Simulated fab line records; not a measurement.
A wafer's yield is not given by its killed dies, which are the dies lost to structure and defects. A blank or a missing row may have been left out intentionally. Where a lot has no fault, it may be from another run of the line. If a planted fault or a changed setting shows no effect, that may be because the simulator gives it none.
Matching of chambers -- flow nand harc -- NHARC_A_BONDPAD_STRIP_15 on rie diel-13 has 4 sister chambers
The step strips in O2. 18 wafers are shown with their chamber, then 9 later ones without.

## WAFERS WITH THEIR CHAMBER
wafer,chamber,drypump motor current A (A),showerhead plenum p Torr (Torr),oes product au (a.u.)
L229.2,0,5.8,3.51,1.013
L229.4,1,6.1,3.60,1.005
L229.5,1,6.1,3.60,1.005
L231.1,2,6.0,3.65,1.006
L231.2,1,6.1,3.60,0.997
L231.3,0,5.8,3.51,0.998
L232.2,2,6.0,3.65,1.024
L232.5,3,5.2,3.60,0.996
L232.6,2,6.0,3.65,1.022
L234.1,3,5.2,3.60,1.002
L234.4,0,5.8,3.51,1.015
L234.6,1,6.1,3.59,0.994
L244.3,0,5.8,3.50,1.004
L244.4,3,5.2,3.59,0.994
L244.5,3,5.2,3.59,0.990
L246.1,1,6.0,3.58,0.989
L246.2,3,5.1,3.59,0.999
L246.6,2,6.0,3.64,1.003

SIGNATURES (means of the wafers above)
reading,chamber 0,chamber 1,chamber 2,chamber 3,scatter within a chamber
drypump motor current A,5.800,6.080,6.000,5.180,0.0338
showerhead plenum p Torr,3.5075,3.5940,3.6475,3.5940,0.00649
oes product au,1.00750,0.99800,1.01375,0.99620,0.00765
Rule: distance of a wafer from a chamber = root of the sum over the readings of ((wafer's reading minus chamber's mean) / reading's scatter) squared. If the next closest chamber is less than 2 further off than the closest, the wafer can't be placed; otherwise it belongs to the closest. The scatter is the square root of a quotient: the sum, over the shown wafers, of each reading's squared deviation from its chamber's mean, divided by wafers minus chambers.

## WAFERS WITH NO CHAMBER GIVEN
wafer,drypump motor current A (A),showerhead plenum p Torr (Torr),oes product au (a.u.)
L248.1,5.2,3.59,0.996
L248.3,5.8,3.50,0.999
L248.6,6.1,3.58,0.993
L247.2,6.0,3.64,1.001
L247.5,5.2,3.59,0.993
L247.6,6.0,3.64,1.006
L249.3,6.1,3.58,0.985
L249.4,5.2,3.59,1.008
L249.6,6.1,3.58,0.989

## EACH ONE'S CHAMBER
wafer,from the rows above,in truth
L248.1,3,3
L248.3,0,0
L248.6,1,1
L247.2,2,2
L247.5,3,3
L247.6,2,2
L249.3,1,1
L249.4,3,3
L249.6,1,1
Correct placement for 9 of the 9. Left unplaced by these rows: 0. Placed wrongly: 0.
